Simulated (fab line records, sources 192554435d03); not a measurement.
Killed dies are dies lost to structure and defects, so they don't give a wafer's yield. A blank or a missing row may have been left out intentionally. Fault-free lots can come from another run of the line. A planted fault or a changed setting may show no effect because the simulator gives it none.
A struck lot beside a sound one	flow n5Finfet	32 out of 1938 route steps
Sound: wafers L971.2, L971.3, L971.4. Struck: wafers L981.4, L981.6. (L981.1 of the same lot was not struck and is left out.) The cause comes at the end.
At each step with rows: each side's tool, then ch and its chambers, then its first start. Under that, the readings that differ: sound wafers	struck wafers	difference of the means	sigmas: that difference in standard deviations of wafers without a fault.
alike: a reading whose means differ by less than 2 such deviations, as well as words and numbers matching on both sides. not compared: withheld readings; readings where some wafer has no value; bounds like >300 that might hide an equal value; numbers whose values overlap and for which the record gives no deviation.
Wherever a step has rows on one side only, a row that says differs or no value, or a row with sigmas, the two part there. Non-overlapping numbers with no deviation appear without sigmas and do not part them. A reading that every wafer of one side lacks parts them only if that side has two wafers or more.

first, 11 steps without rows for these wafers: N5_DUMMY_REMOVAL_HM_STRIP_01 (strips SiNx in CH3F/O2, stops on poly-Si, target depth 4 nm, time 6.8 s); N5_DUMMY_REMOVAL_STRIP_10 (strips in N2/H2, time 40 s); N5_DUMMY_REMOVAL_PRECLEAN_07 (cleans in dHF, time 30 s); N5_DUMMY_REMOVAL_DUMMY_REMOVE_02 (chemistry TMAH, target poly-Si, stops on SiO2, target depth 142 nm, time 57 s, rinse time 30 s); N5_DUMMY_REMOVAL_PRECLEAN_08 (cleans in NF3:NH3, afs cycles 2, time 20 s, sublimation time 60 s); N5_DUMMY_REMOVAL_PRECLEAN_04 (cleans in DHF, time 37 s); N5_DUMMY_REMOVAL_SRD_05 (time 30 s); N5_HKMG_FIN_IL_REGROW_00 (material SiO2, chemistry O3, target thk 0.75 nm, time 30 s); N5_HKMG_FIN_HK_ALD_01 (deposits HfO2, target thk 1.6 nm, pulse time 3 s, purge time 3 s); N5_HKMG_FIN_HK_ANNEAL_02 (time 30 s); N5_HKMG_FIN_ALD_74 (deposits La2O3, target thk 0.5 nm, pulse time 6 s, co reactant pulse time 1 s).
N5_HKMG_FIN_ALD_75: deposits Al2O3, target thk 1 nm, co reactant pulse time 1 s.
  sound on aldHk-01 ch 0,1,3, day 4 06:04; struck on aldHk-01 ch 0,3, day 6 19:11
reading	sound	struck	difference	sigmas
model.Al2O3_of_HKMG_FIN_ALD_75.thkNm (nm)	1 1 1	0.4 0.4	-0.6	
  alike: heaterPowerW, precursorPulseHeightRel
then, 17 steps without rows for these wafers: N5_HKMG_FIN_COAT_41 (time 60 s, resist thk 300 nm); N5_HKMG_FIN_COAT_42 (time 60 s, resist thk 35 nm); N5_HKMG_FIN_COAT_43 (resist thk 90 nm); N5_HKMG_FIN_EBR_45; N5_HKMG_FIN_SOFTBAKE_44 (time 60 s); N5_HKMG_FIN_EXPOSE_46 (exposes mask NDIPOLE); N5_HKMG_FIN_PEB_47 (peb time 60 s); N5_HKMG_FIN_DEVELOP_48 (develop time 30 s); N5_HKMG_FIN_DESCUM_53 (chemistry O2, time 7.9 s); N5_HKMG_FIN_ETCH_54 (etches SiARC in CF4, target depth 45.5 nm, time 75.8 s); N5_HKMG_FIN_ETCH_55 (etches SOC in N2/H2, target depth 240 nm, time 300 s); N5_HKMG_FIN_STRIP_56 (strips in N2/H2); N5_HKMG_FIN_STRIP_57 (strips in CF4); N5_HKMG_FIN_ETCH_58 (etches SOC in N2/H2, target depth 215.8 nm, time 741 s); N5_HKMG_FIN_STRIP_93 (strips SOC in N2/H2, time 20 s); N5_HKMG_FIN_WET_ETCH_76 (etches Al2O3 in dNH4OH, stops on La2O3, target depth 2.25 nm, rinse time 30 s); N5_HKMG_FIN_STRIP_60 (strips in N2/H2, time 360 s).
N5_HKMG_FIN_WET_ETCH_77: etches La2O3 in dHCl, stops on HfO2, target depth 2 nm.
  sound on wetBench-05 ch 2,4,5, day 4 08:00; struck on wetBench-03 ch 1,5, day 6 21:01
reading	sound	struck	difference	sigmas
model.Al2O3_of_HKMG_FIN_ALD_75.thkNm (nm)	1 1 1	0.4 0.4	-0.6	
then, 1 step without rows for these wafers: N5_HKMG_FIN_WET_ETCH_78 (etches Al2O3 in dNH4OH, stops on La2O3, target depth 4.5 nm, rinse time 30 s).
-- here the record skips 4 days between the struck wafers' starts before and after, leaving off in module HKMG_FIN and picking up in module BEOL_M4 (first step shown: number 1111 of the route) --
N5_BEOL_M4_RC_MEAS_101:
  sound on prober-01 ch 0, day 8 07:38; struck on prober-01 ch 0, day 10 21:54
reading	sound	struck	difference	sigmas
IOFF_P (nA/um)	0.28 0.16 0.22	0.32 0.30	+0.09	+2
VT_P (mV)	-245 -255 -249	-243 -241	+8	+2
  alike: DIBL_N, DIBL_P, IOFF_N, ION_N, ION_P, SS_N, SS_P, VT_N

WHERE THEY PART
Only at N5_BEOL_M4_RC_MEAS_101, within this record.

WHY: whatever the simulator had introduced
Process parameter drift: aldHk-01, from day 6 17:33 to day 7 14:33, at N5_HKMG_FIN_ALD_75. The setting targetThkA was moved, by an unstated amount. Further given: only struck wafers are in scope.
